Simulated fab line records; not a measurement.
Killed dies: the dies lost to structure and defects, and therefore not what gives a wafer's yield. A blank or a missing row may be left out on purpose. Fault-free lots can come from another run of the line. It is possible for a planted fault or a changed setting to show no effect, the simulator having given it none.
fab line records	flow nand_harc
[record] lots = 5	wafers = 15	last_day = 22
route steps=1159 shown THIN_TSV@1150 END@1158
lots that met no fault: taken from a fault-free run of the same line
start_h: the number of hours between the record's first day and the start of the first shown wafer of the lot	wait_h: how many hours have passed since the lot's step before this one	" repeats the value in the row above	L1.1+2: one row covering several wafers at once	- no value, or no start was given	* or withheld: withheld	< > ~ a bound
route shown NAME@n: a module of which the file shows steps, and the number in the route of the first	usual: mean/standard deviation of fault-free wafers	same: alike in all rows	chamber/n: place in a boat	sites: each site's reading	_std_site: how widely they spread, as a standard deviation	_edge_site: mean of outer sites minus mean of inner sites	radius_mm: how far each site lies from the wafer's centre	mask NAME#n: copy n	behind: the tool/chamber that last shaped the wafer	hold: what put the lot on hold/how long, in hours/how the hold closed	device: transistor that didn't switch, given as n, p or np	end of line: tests of these same wafers at the route's end	for a step that has no rows: nothing shown but its recipe	killed: the dies lost at the first sort to structure and to defects; this is not the yield of the wafer	map: a wafer's dies, marking killed ones x, the rest . and places with no die _
set.NAME: the setting as run; set.NAME@STEP: as run at that earlier step	model.NAME: the simulator's own value behind a step, which no gauge read
lots at some steps of the route; a table a step, a row a wafer
services: the hour from which a tool's chamber was out of use, counted from the record's first day as start_h (under 0 if before that day), plus the number of hours and why
[[steps]]
[step NHARC_THIN_TSV_DESCUM_35]
[recipe] time_s = 3	o2_flow_sccm = 200	ar_flow_sccm = 0	bias_power_w = 0	chemistry = O2
[usual] chamber_pressure_mTorr = 60.00/0.058	drypump_motor_current_A = 5.7/0.37	oes_product_au = 0.997/0.012	rf_vpp_V = 57.8/0.89	showerhead_plenum_p_Torr = 1.91/0.093	throttle_valve_pct = 11.310/0.0091
[same] bias_power_w = 0
lot.wafer	tool	chamber	start_h	wait_h	chamber_pressure_mTorr	drypump_motor_current_A	oes_product_au	rf_hours_counter_h	rf_vpp_V	showerhead_plenum_p_Torr	throttle_valve_pct
L076.1	rie_diel-12	1	441.80	-	59.94	5.8	1.007	4	57.4	1.78	11.311
L076.2	"	0	"	"	59.99	5.6	1.013	3	57.2	1.83	11.309
L076.6	"	1	"	"	60.03	5.8	1.012	-	57.4	1.78	11.326
L081.2	rie_diel-11	0	465.19	-	59.93	5.4	1.005	11	56.2	1.81	11.320
L081.1	"	1	"	"	60.05	5.5	1.007	11	56.9	1.90	11.319
L081.5	"	3	"	"	60.03	5.9	1.002	-	57.6	1.86	11.299
L082.1	rie_diel-12	3	481.50	-	59.94	6.2	1.012	6	57.7	2.05	11.299
L082.4	"	0	"	"	59.97	5.6	0.994	5	57.6	1.82	11.287
L082.5	"	3	"	"	60.00	6.1	1.011	-	57.3	2.05	11.315
L083.3	rie_diel-06	2	483.17	-	59.94	5.4	0.986	4	57.6	1.88	11.313
L083.4	"	0	"	"	59.96	5.2	1.004	4	58.6	1.97	11.319
L083.6	"	1	"	"	60.12	5.9	0.988	-	59.2	2.06	11.316
L087.4	rie_diel-11	0	509.99	-	60.06	5.4	1.004	16	58.0	1.81	11.311
L087.5	"	0	"	"	60.04	5.4	1.008	-	56.9	1.81	11.315
L087.6	"	1	"	"	59.94	5.5	1.003	-	58.7	1.90	11.322
[step NHARC_THIN_TSV_ETCH_59]
[recipe] target_depth_a = 8800	icp_w = 900	bias_w = 100	Cl2_flow_sccm = 60	bcl3_flow_sccm = 30	time_s = 138.1	chemistry = Cl2/BCl3
[usual] chamber_pressure_mTorr = 9.998/0.011	drypump_motor_current_A = 5.5/0.34	he_backside_leak_sccm = 3.34/0.18	oes_product_au = 0.999/0.012	throttle_valve_pct = 22.265/0.01
lot.wafer	tool	chamber	start_h	wait_h	chamber_pressure_mTorr	drypump_motor_current_A	he_backside_leak_sccm	oes_product_au	rf_hours_counter_h	throttle_valve_pct
L076.2	rie_metal-03	1	441.94	0.1	10.001	4.9	3.32	1.001	4.2	22.273
L076.1	"	0	"	"	9.993	5.5	3.20	1.020	4.3	22.266
L076.6	"	0	"	"	9.977	5.5	3.14	1.011	-	22.262
L081.1	rie_metal-02	0	465.31	0.1	9.987	6.0	3.53	1.003	1.7	22.260
L081.2	"	1	"	"	10.004	5.6	3.12	0.976	2.3	22.258
L081.5	"	0	"	"	9.993	6.0	3.43	1.009	-	22.280
L082.1	rie_metal-01	0	481.63	0.1	10.003	5.8	3.33	0.989	4.1	22.267
L082.4	"	0	"	"	10.001	5.8	3.36	0.987	-	22.270
L082.5	"	1	"	"	9.998	5.4	3.43	0.994	-	22.258
L083.4	rie_metal-03	1	483.35	0.1	10.020	5.0	3.37	1.013	-	22.271
L083.3	"	0	"	"	9.996	5.5	3.21	1.003	-	22.256
L083.6	"	0	"	"	9.991	5.5	3.21	1.004	-	22.274
L087.4	rie_metal-03	0	510.19	0.2	10.002	5.5	3.10	1.000	-	22.272
L087.5	"	0	"	"	9.992	5.5	3.10	1.009	-	22.271
L087.6	"	1	"	"	10.007	5.0	3.29	1.011	-	22.259
[step NHARC_THIN_TSV_ETCH_36]
[recipe] target_depth_a = 650	over_etch_frac = 0.3	time_s = 18.571	ion_energy_ev = 150	chemistry = Cl2/BCl3
[usual] chamber_pressure_mTorr = 10.001/0.0096	drypump_motor_current_A = 5.5/0.34	he_backside_leak_sccm = 3.36/0.29	oes_product_au = 1.000/0.012
lot.wafer	tool	chamber	start_h	wait_h	chamber_pressure_mTorr	drypump_motor_current_A	he_backside_leak_sccm	oes_product_au	rf_hours_counter_h
L076.2	rie_metal-03	1	442.20	0.2	10.022	5.0	3.48	0.994	4.3
L076.1	"	0	"	"	9.998	5.5	3.21	1.012	4.5
L076.6	"	1	"	"	10.014	5.0	3.35	0.997	-
L081.2	rie_metal-02	1	465.57	0.2	9.994	5.7	3.24	0.973	2.4
L081.1	"	0	"	"	9.993	6.0	3.51	1.004	1.8
L081.5	"	1	"	"	9.996	5.7	3.17	0.984	-
L082.1	rie_metal-01	1	481.89	0.2	9.984	5.4	3.83	0.986	4.2
L082.4	"	1	"	"	10.005	5.4	3.71	0.992	-
L082.5	"	1	"	"	9.996	5.4	3.89	0.994	-
L083.3	rie_metal-03	1	483.55	0.1	10.006	5.0	3.58	1.010	-
L083.4	"	0	"	"	10.008	5.5	3.30	1.017	-
L083.6	"	0	"	"	10.006	5.5	3.33	1.010	-
L087.4	rie_metal-03	1	510.39	0.2	10.006	4.9	3.45	1.008	-
L087.6	"	1	"	"	10.012	5.0	3.43	1.010	-
L087.5	"	0	"	"	9.988	5.5	3.11	1.001	-
[step NHARC_THIN_TSV_STRIP_56]
[recipe] power_w = 1500	temp_c = 250	chemistry = O2
[usual] drypump_motor_current_A = 5.4/0.39	heater_power_w = 367/30
lot.wafer	tool	chamber	start_h	wait_h	drypump_motor_current_A	heater_power_w	rf_hours_counter_h
L076.2	plasma_asher-02	0	442.43	0.2	6.1	381	25
L076.1	"	1	"	"	5.2	398	25
L076.6	"	0	"	"	6.1	382	-
L081.2	plasma_asher-02	1	465.93	0.3	5.2	405	33
L081.1	"	0	"	"	6.2	382	33
L081.5	"	1	"	"	5.2	392	-
L082.1	plasma_asher-01	0	482.22	0.3	5.3	375	4
L082.4	"	0	"	"	5.3	378	-
L082.5	"	1	"	"	5.1	326	-
L083.4	plasma_asher-01	1	483.90	0.3	5.1	326	-
L083.3	"	0	"	"	5.3	369	-
L083.6	"	0	"	"	5.3	384	-
L087.4	plasma_asher-02	1	510.57	0.2	5.2	397	-
L087.5	"	1	"	"	5.2	394	-
L087.6	"	0	"	"	6.1	380	-
[step NHARC_THIN_TSV_STRIP_57]
[recipe] time_s = 1200	temp_c = 72.5	chemistry = post_etch_residue_remover
[usual] bath_heat_duty_pct = 15.5/1.6
lot.wafer	tool	chamber	start_h	wait_h	bath_heat_duty_pct
L076.6	wet_bench-10	5	442.79	0.1	17.0
L076.1	"	0	"	"	18.7
L076.2	"	1	"	"	13.3
L081.2	wet_bench-10	6	466.29	0.3	13.5
L081.1	"	0	"	"	17.1
L081.5	"	2	"	"	14.5
L082.1	wet_bench-08	4	482.52	0.3	16.5
L082.4	"	7	"	"	16.4
L082.5	"	1	"	"	15.2
L083.4	wet_bench-10	3	484.15	0.2	16.2
L083.6	"	5	"	"	17.2
L083.3	"	0	"	"	18.1
L087.4	wet_bench-08	3	510.82	0.2	15.9
L087.5	"	5	"	"	16.2
L087.6	"	0	"	"	17.0
[step NHARC_THIN_TSV_CD_MEAS_37]
[usual] cd_nm = 5002/3.2
lot.wafer	tool	chamber	start_h	wait_h	cd_nm
L076.1	cd_sem-01	-	443.23	-	5013
L076.2	"	-	"	"	5011
L076.6	"	-	"	"	5008
L081.1	cd_sem-03	-	466.72	-	5000
L081.2	"	-	"	"	5000
L081.5	"	-	"	"	5001
L082.1	cd_sem-02	-	482.97	-	5005
L082.4	"	-	"	"	5006
L082.5	"	-	"	"	5001
L083.3	cd_sem-01	-	484.61	-	4999
L083.4	"	-	"	"	5002
L083.6	"	-	"	"	4998
L087.4	cd_sem-01	-	511.28	-	5005
L087.5	"	-	"	"	5003
L087.6	"	-	"	"	5005
[step NHARC_THIN_TSV_ANNEAL_58]
[recipe] temp_c = 400	time_s = 1800
[usual] spike_tc_bottom_C = 423.8/3	spike_tc_lower_C = 399.2/1.7	spike_tc_upper_C = 399.2/1.5	zone_power_top_pct = 10.42/0.13
lot.wafer	tool	chamber	start_h	wait_h	spike_tc_bottom_C	spike_tc_lower_C	spike_tc_upper_C	zone_power_top_pct
L076.1	furnace-08	0	443.52	0.3	420.8	400.4	397.7	10.60
L076.2	"	0	"	"	420.6	398.3	400.5	10.46
L076.6	"	0	"	"	419.5	398.9	397.6	10.65
L081.1	furnace-04	0	469.72	3.0	423.8	402.5	398.7	10.30
L081.2	"	0	"	"	425.1	399.8	396.2	10.50
L081.5	"	0	"	"	423.6	400.9	400.2	10.38
L082.1	furnace-04	0	485.97	3.0	424.9	402.3	398.4	10.38
L082.4	"	0	"	"	424.6	401.9	400.4	10.45
L082.5	"	0	"	"	424.8	402.3	400.6	10.38
L083.3	furnace-04	0	485.97	1.4	423.4	401.0	398.3	10.37
L083.4	"	0	"	"	423.9	399.3	400.7	10.37
L083.6	"	0	"	"	424.2	400.0	399.9	10.34
L087.4	furnace-03	0	514.26	3.0	426.3	400.1	400.7	10.38
L087.5	"	0	"	"	428.0	397.0	402.5	10.38
L087.6	"	0	"	"	426.0	397.2	400.4	10.08
[step NHARC_THIN_TSV_INSPECT_40]
[usual] raw_defect_count = 462/88
lot.wafer	tool	chamber	start_h	wait_h	raw_defect_count
L076.1	defect_inspect-01	-	444.95	0.4	353
L076.2	"	-	"	"	341
L076.6	"	-	"	"	444
L081.1	defect_inspect-02	-	471.16	0.4	530
L081.2	"	-	"	"	494
L081.5	"	-	"	"	524
L082.1	defect_inspect-02	-	487.39	0.4	414
L082.4	"	-	"	"	374
L082.5	"	-	"	"	374
L083.3	defect_inspect-01	-	487.40	0.4	402
L083.4	"	-	"	"	342
L083.6	"	-	"	"	433
L087.4	defect_inspect-02	-	515.70	0.4	372
L087.5	"	-	"	"	456
L087.6	"	-	"	"	381
[step NHARC_END_WLT_00]
[usual] VT_DECK1_BOTTOM = 0.868/0.008	VT_DECK1_BOTTOM_INNER = 0.869/0.0074	VT_DECK1_MEDIAN_NEAR_BOTTOM = 0.869/0.0078	VT_DECK1_MEDIAN_NEAR_BOTTOM_INNER = 0.869/0.0083	VT_DECK1_MIDDLE = 0.880/0.0074	VT_DECK1_MIDDLE_INNER = 0.881/0.0068	VT_DECK1_TOP = 0.892/0.0071	VT_DECK1_TOP_INNER = 0.892/0.0069
lot.wafer	tool	chamber	start_h	wait_h	VT_DECK1_BOTTOM	VT_DECK1_BOTTOM_INNER	VT_DECK1_MEDIAN_NEAR_BOTTOM	VT_DECK1_MEDIAN_NEAR_BOTTOM_INNER	VT_DECK1_MIDDLE	VT_DECK1_MIDDLE_INNER	VT_DECK1_TOP	VT_DECK1_TOP_INNER
L076.1	prober-02	-	452.47	7.5	0.864	0.864	0.860	0.863	0.883	0.873	0.892	0.887
L076.2	"	-	"	"	0.865	0.870	0.875	0.874	0.889	0.890	0.898	0.893
L076.6	"	-	455.01	10.1	0.875	0.870	0.877	0.873	0.891	0.885	0.900	0.898
L081.1	prober-01	-	471.21	0.0	0.875	0.866	0.871	0.877	0.886	0.882	0.898	0.897
L081.2	"	-	"	"	0.854	0.865	0.870	0.862	0.877	0.881	0.894	0.890
L081.5	"	-	473.20	2.0	0.877	0.875	0.874	0.883	0.889	0.881	0.896	0.896
L082.1	prober-01	-	487.44	0.0	0.875	0.877	0.866	0.862	0.881	0.880	0.899	0.891
L082.4	"	-	488.91	1.5	0.873	0.865	0.868	0.878	0.882	0.885	0.900	0.898
L082.5	"	-	"	"	0.855	0.870	0.866	0.870	0.888	0.872	0.900	0.882
L083.3	prober-02	-	488.46	1.1	0.862	0.862	0.871	0.867	0.877	0.878	0.882	0.892
L083.4	"	-	"	"	0.859	0.857	0.863	0.863	0.870	0.873	0.891	0.883
L083.6	"	-	489.96	2.6	0.867	0.863	0.866	0.867	0.870	0.869	0.886	0.889
L087.4	prober-02	-	521.81	6.1	0.869	0.863	0.870	0.863	0.880	0.881	0.901	0.889
L087.5	"	-	"	"	0.878	0.874	0.871	0.876	0.883	0.884	0.896	0.889
L087.6	"	-	"	"	0.864	0.871	0.878	0.862	0.884	0.876	0.894	0.894
[step NHARC_END_SORT_01]
[recipe] temp_c = 25
[usual] defect_limited_yield = 95.4/1.7	killed_at_array = 28/11	killed_at_other = 0.6/0.85	killed_at_periphery = 2.8/2.3	killed_dies = 31/11	killed_open = 3.1/1.6	killed_short = 2.0/1.4	sort_bin_2_pct = 1.4/0.73	sort_bin_3_pct = 0.27/0.23	sort_bin_4_pct = 2.9/1.1	sort_n_pass = 646/11	sort_rim_yield_pct = 95/3.2	sort_yield_pct = 95.4/1.7
[same] gross_dies = 677	sort_bin_5_pct[%] = 0	sort_bin_6_pct[%] = 0	sort_bin_7_pct[%] = 0	sort_bin_8_pct[%] = 0	sort_rim_n_gross = 106.00
lot.wafer	tool	chamber	start_h	wait_h	defect_limited_yield[%]	killed_at_array	killed_at_other	killed_at_periphery	killed_dies	killed_open	killed_short	sort_bin_2_pct[%]	sort_bin_3_pct[%]	sort_bin_4_pct[%]	sort_n_pass	sort_rim_yield_pct[%]	sort_yield_pct[%]
L076.1	prober-02	0	455.52	2.5	97.5	14	1	2	17	3	5	0.6	0.15	1.8	660	96	97.5
L076.2	prober-02	0	456.33	2.8	98.1	8	3	2	13	2	0	0.6	0.30	1.0	664	97	98.1
L076.6	prober-02	0	459.57	4.0	97.3	12	0	6	18	3	1	1.3	0.15	1.2	659	98	97.3
L081.1	prober-01	0	474.20	2.5	97.3	16	0	2	18	3	6	0.7	0	1.9	659	97	97.3
L081.2	prober-01	0	475.00	2.8	96.6	22	0	1	23	4	3	1.2	0.30	1.9	654	96	96.6
L081.5	prober-01	0	477.42	3.7	96.9	21	0	0	21	2	1	0.7	0	2.4	656	97	96.9
L082.1	prober-01	0	490.38	2.4	94.5	37	0	0	37	4	4	2.5	0.30	2.7	640	92	94.5
L082.4	prober-01	0	492.73	3.3	93.8	41	1	0	42	2	1	1.9	0.89	3.4	635	96	93.8
L082.5	prober-01	0	493.52	3.6	92.8	47	1	1	49	5	3	2.1	1.03	4.1	628	93	92.8
// killed by level:class
L076.1 A_WL_FILL:chamber_film_flake=4 A_STAIRCASE:chamber_film_flake=3 A_CONTACT:geometric_particle:open=2 P_GATE:geometric_particle:short=1 P_CONTACT:geometric_particle:short=1 A_SOURCE_PLATE:geometric_particle:open=1 A_CHANNEL_FILL_D1:geometric_particle:short=1 A_WL_FILL:geometric_particle:short=1
L076.2 A_CHANNEL_HOLE_D1:chamber_film_flake=3 A_CONTACT:chamber_film_flake=3 THIN_TSV:chamber_film_flake=3 P_CONTACT:geometric_particle:open=1 A_CONTACT:geometric_particle:open=1 P_GATE:chamber_film_flake=1 A_STAIRCASE:chamber_film_flake=1
L076.6 A_CHANNEL_HOLE_D1:chamber_film_flake=3 A_WL_FILL:chamber_film_flake=3 P_STI:chamber_film_flake=2 A_CHANNEL_FILL_D1:chamber_film_flake=2 P_STI:geometric_particle:short=1 P_CONTACT:geometric_particle:open=1 P_M2:geometric_particle:open=1 A_M0:geometric_particle:open=1
L081.1 A_STAIRCASE:chamber_film_flake=6 A_CHANNEL_FILL_D1:geometric_particle:short=2 A_CONTACT:chamber_film_flake=2 P_GATE:geometric_particle:open=1 P_M0:geometric_particle:short=1 A_ONON_D1:geometric_particle:open=1 A_SGD_CUT:geometric_particle:short=1 A_WL_FILL:geometric_particle:short=1
L081.2 A_STAIRCASE:chamber_film_flake=5 A_CHANNEL_FILL_D1:chamber_film_flake=5 A_CONTACT:chamber_film_flake=5 A_CHANNEL_FILL_D1:geometric_particle:short=2 A_CONTACT:geometric_particle:open=2 A_CHANNEL_FILL_D1:geometric_particle:open=1 A_SGD_CUT:geometric_particle:short=1 A_M1:geometric_particle:open=1
L081.5 A_CONTACT:chamber_film_flake=7 A_STAIRCASE:chamber_film_flake=6 A_CHANNEL_HOLE_D1:chamber_film_flake=2 A_WL_FILL:chamber_film_flake=2 A_ONON_D1:geometric_particle:open=1 A_SGD_CUT:geometric_particle:short=1 A_WL_FILL:geometric_particle:open=1 A_CHANNEL_FILL_D1:chamber_film_flake=1
L082.1 A_CHANNEL_HOLE_D1:chamber_film_flake=12 A_SLIT:chamber_film_flake=9 A_STAIRCASE:chamber_film_flake=5 A_CHANNEL_HOLE_D1:geometric_particle:short=2 A_CONTACT:geometric_particle:open=2 A_CONTACT:chamber_film_flake=2 A_CHANNEL_FILL_D1:geometric_particle:short=1 A_WL_FILL:geometric_particle:open=1
L082.4 A_CHANNEL_HOLE_D1:chamber_film_flake=15 A_SLIT:chamber_film_flake=13 A_STAIRCASE:chamber_film_flake=10 A_CHANNEL_FILL_D1:geometric_particle:short=1 A_WL_FILL:geometric_particle:open=1 STARTING-WAFER:geometric_particle:open=1 A_CONTACT:chamber_film_flake=1
L082.5 A_CHANNEL_HOLE_D1:chamber_film_flake=13 A_STAIRCASE:chamber_film_flake=13 A_SLIT:chamber_film_flake=12 A_CHANNEL_FILL_D1:geometric_particle:short=2 A_ONON_D1:geometric_particle:open=1 A_CHANNEL_HOLE_D1:geometric_particle:open=1 A_CHANNEL_FILL_D1:geometric_particle:open=1 A_SGD_CUT:geometric_particle:short=1
[[services]]
tool	chamber	start_h	hours	kind
rie_diel-06	-	418.20	9.0	pm
rie_metal-03	1	418.61	1.5	repair
wet_bench-10	-	423.27	8.0	pm
wet_bench-10	0	431.27	-	consumable_replace:bath
wet_bench-10	0	431.27	-	consumable_replace:filter
wet_bench-10	1	431.27	-	consumable_replace:bath
wet_bench-10	1	431.27	-	consumable_replace:filter
wet_bench-10	2	431.27	-	consumable_replace:bath
rie_diel-06	0	432.96	1.4	repair
rie_metal-02	0	442.66	15.4	repair
furnace-08	-	446.35	4.9	repair
rie_diel-06	1	448.11	5.5	repair
rie_metal-03	-	453.00	9.0	pm
rie_metal-03	0	453.00	9.0	vent_cycle
rie_metal-03	1	453.00	9.0	vent_cycle
plasma_asher-01	-	460.26	9.0	pm
rie_metal-03	0	462.00	-	clean
rie_metal-03	1	462.00	-	clean
plasma_asher-02	-	464.59	0.8	repair
rie_diel-11	-	480.10	1.0	repair
rie_metal-02	1	480.89	1.9	repair
rie_diel-11	2	487.27	21.6	repair
rie_metal-03	0	492.77	4.4	repair
rie_metal-01	-	509.00	9.0	pm
[[key]]
fault none
